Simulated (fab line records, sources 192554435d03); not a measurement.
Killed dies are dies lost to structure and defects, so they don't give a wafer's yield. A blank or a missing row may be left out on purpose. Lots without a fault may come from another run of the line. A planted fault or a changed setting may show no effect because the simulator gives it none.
A struck lot beside a sound one | flow n5_finfet | 17 steps out of a route of 1938
Sound: wafers L697.2, L697.4, L697.5. Struck: wafer L691.5. (L691.2 of the same lot was not struck and is left out.) The cause comes at the end.
At each step with rows: each side's tool, then ch and its chambers, then its first start. Under that, the readings that differ: sound wafers | struck wafers | difference of the means | sigmas: that difference in standard deviations of wafers without a fault.
alike: readings whose means differ by less than 2 such deviations, and words and numbers that are the same on both sides. not compared: withheld readings, readings that some wafer has no value for, bounds like >300 that may hide the same value, and numbers for which the record gives no deviation and whose values overlap.
The two part at a step that has a row with sigmas, a row that says differs or no value, or rows on one side only. Numbers that don't overlap but have no deviation are shown without sigmas and don't part them. A reading that every wafer of one side lacks parts them only if that side has two wafers or more.

N5_BEOL_M0_SAQP_HM_DEP_111: deposits SiO2 from SiH4/N2O, target thk 12 nm, time 7.2 s.
  sound on pecvd-03 ch 1,2, day 9 14:20; struck on pecvd-03 ch 2, day 8 05:35
  alike: heater_power_outer_w, heater_power_w, showerhead_plenum_p_Torr
then, 8 steps without rows for these wafers: N5_BEOL_M0_SAQP_COAT_81 (time 60 s, resist thk 100 nm); N5_BEOL_M0_SAQP_COAT_82 (time 60 s, resist thk 30 nm); N5_BEOL_M0_SAQP_COAT_08 (resist thk 90 nm); N5_BEOL_M0_SAQP_EBR_10; N5_BEOL_M0_SAQP_SOFTBAKE_09 (time 60 s); N5_BEOL_M0_SAQP_EXPOSE_11 (exposes mask M0 CORE, target cd 42 nm); N5_BEOL_M0_SAQP_PEB_12 (peb time 60 s); N5_BEOL_M0_SAQP_DEVELOP_13 (develop time 30 s).
N5_BEOL_M0_SAQP_CD_MEAS_14: target cd 42.5 nm.
  sound on cd_sem-02 ch 0, day 9 14:47; struck on cd_sem-03 ch 0, day 8 06:02
  alike: cd_nm
N5_BEOL_M0_SAQP_OVL_MEAS_15:
  sound on overlay-02 ch 0, day 9 14:49; struck on overlay-01 ch 0, day 8 06:04
  alike: M0_CORE_OVL
N5_BEOL_M0_SAQP_INSPECT_16: inspects for defects (brightfield).
  sound on defect_inspect-02, day 9 14:50; struck on defect_inspect-02, day 8 06:05
  reading          | sound       | struck | difference | sigmas
  raw_defect_count | 443 562 547 | 847    | +330       | +2
N5_BEOL_M0_SAQP_DESCUM_19: chemistry O2, time 7.9 s.
  sound on rie_diel-03 ch 0,1, day 9 14:58; struck on rie_diel-04 ch 3, day 8 06:07
  reading                                           | sound      | struck | difference | sigmas
  model.CAR-ArF_of_BEOL_M0_SAQP_COAT_08.thk_nm (nm) | 83.4 83 83 | 83.6   | +0.5       |
  alike: drypump_motor_current_A, o2_flow_sccm, oes_product_au, rf_vpp_V, showerhead_plenum_p_Torr, throttle_valve_pct
  not compared: rf_hours_counter_h
N5_BEOL_M0_SAQP_ETCH_83: etches SiARC in CF4, target depth 39 nm, time 65 s.
  sound on rie_diel-03 ch 0,1, day 9 15:00; struck on rie_diel-04 ch 3, day 8 06:10
  alike: drypump_motor_current_A, etch_rf_on_time_s, oes_product_au, rf_vpp_V, showerhead_plenum_p_Torr, throttle_valve_pct
  not compared: rf_hours_counter_h, model.CAR-ArF_of_BEOL_M0_SAQP_COAT_08.thk_nm
N5_BEOL_M0_SAQP_ETCH_84: etches SOC in N2/H2, target depth 100 nm, overetch 20 nm, time 150 s.
  sound on rie_diel-03 ch 0,1, day 9 15:03; struck on rie_diel-04 ch 3, day 8 06:13
  alike: drypump_motor_current_A, oes_product_au, rf_vpp_V, showerhead_plenum_p_Torr, throttle_valve_pct
  not compared: rf_hours_counter_h
-- the record jumps here: 3 days lie between the struck wafers' starts before and after (it left off in module BEOL_M0_SAQP and takes up again in module BEOL_M4, whose first step shown is number 1111 of the route) --
N5_BEOL_M4_RC_MEAS_101:
  sound on prober-02 ch 0, day 12 07:10; struck on prober-02 ch 0, day 11 04:28
  reading       | sound          | struck | difference | sigmas
  ION_N (uA/um) | 701 678 692    | 656    | -34        | -2
  SS_N (mV/dec) | 72.3 71.1 72.2 | 70.2   | -1.7       | -2
  alike: DIBL_N, DIBL_P, IOFF_N, IOFF_P, ION_P, SS_P, VT_N, VT_P
-- the record jumps here: 4 days lie between the struck wafers' starts before and after (it left off in module BEOL_M4 and takes up again in module PASSIVATION, whose first step shown is number 1936 of the route) --
N5_PASSIVATION_PROBE_49:
  the record has rows for the struck wafers here (prober-01, day 15 07:49) and none for the sound ones

WHERE THEY PART
First at N5_BEOL_M0_SAQP_INSPECT_16; last, within this record, at N5_PASSIVATION_PROBE_49.

WHY: what the simulator had put in
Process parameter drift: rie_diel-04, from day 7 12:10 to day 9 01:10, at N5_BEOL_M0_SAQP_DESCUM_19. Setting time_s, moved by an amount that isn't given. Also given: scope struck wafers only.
